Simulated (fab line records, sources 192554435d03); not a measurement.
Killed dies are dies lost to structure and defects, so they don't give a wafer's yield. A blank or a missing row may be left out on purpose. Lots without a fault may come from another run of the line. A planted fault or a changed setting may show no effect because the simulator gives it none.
Chamber matching | flow n5_finfet | N5_DUMMY_GATE_CMP_04 on cmp-04: 4 sister chambers
The step polishes a-Si. 4 wafers are shown with their chamber, then 7 later ones without.

WAFERS WITH THEIR CHAMBER
wafer  | chamber | motor_current_A (A)
L088.4 | 3       | 10.4
L088.6 | 1       | 9.6
L091.1 | 0       | 8.9
L091.3 | 2       | 10.4

WAFERS WITHOUT THEIR CHAMBER
wafer  | motor_current_A (A)
L091.6 | 11.1
L093.2 | 10.7
L093.4 | 10.0
L093.6 | 11.1
L094.1 | 10.4
L094.5 | 9.7
L094.6 | 10.5

WHICH CHAMBER EACH WENT THROUGH
wafer  | from the rows above               | in truth
L091.6 | can't be placed: 2 or 3 or 1      | 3
L093.2 | can't be placed: 2 or 3 or 1      | 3
L093.4 | can't be placed: 1 or 2 or 3 or 0 | 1
L093.6 | can't be placed: 2 or 3 or 1      | 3
L094.1 | can't be placed: 2 or 3 or 1      | 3
L094.5 | can't be placed: 1 or 2 or 3 or 0 | 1
L094.6 | can't be placed: 2 or 3 or 1      | 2
Placed correctly: 0 of 7. Can't be placed from these rows: 7 (the true chamber is among the candidates in 7). Placed wrongly: 0.
How it was worked out, from the rows above alone: a wafer's distance from a chamber is the root of the sum, over the readings, of the square of ((its reading less the chamber's mean) divided by the reading's scatter). The wafer belongs to the nearest chamber; if the next one is less than 2 further off, it can't be placed. A chamber's mean is the mean of its shown wafers. The scatter: with one shown wafer a chamber, the root of the mean of the squares of how far each hidden wafer lies from its nearest shown one.
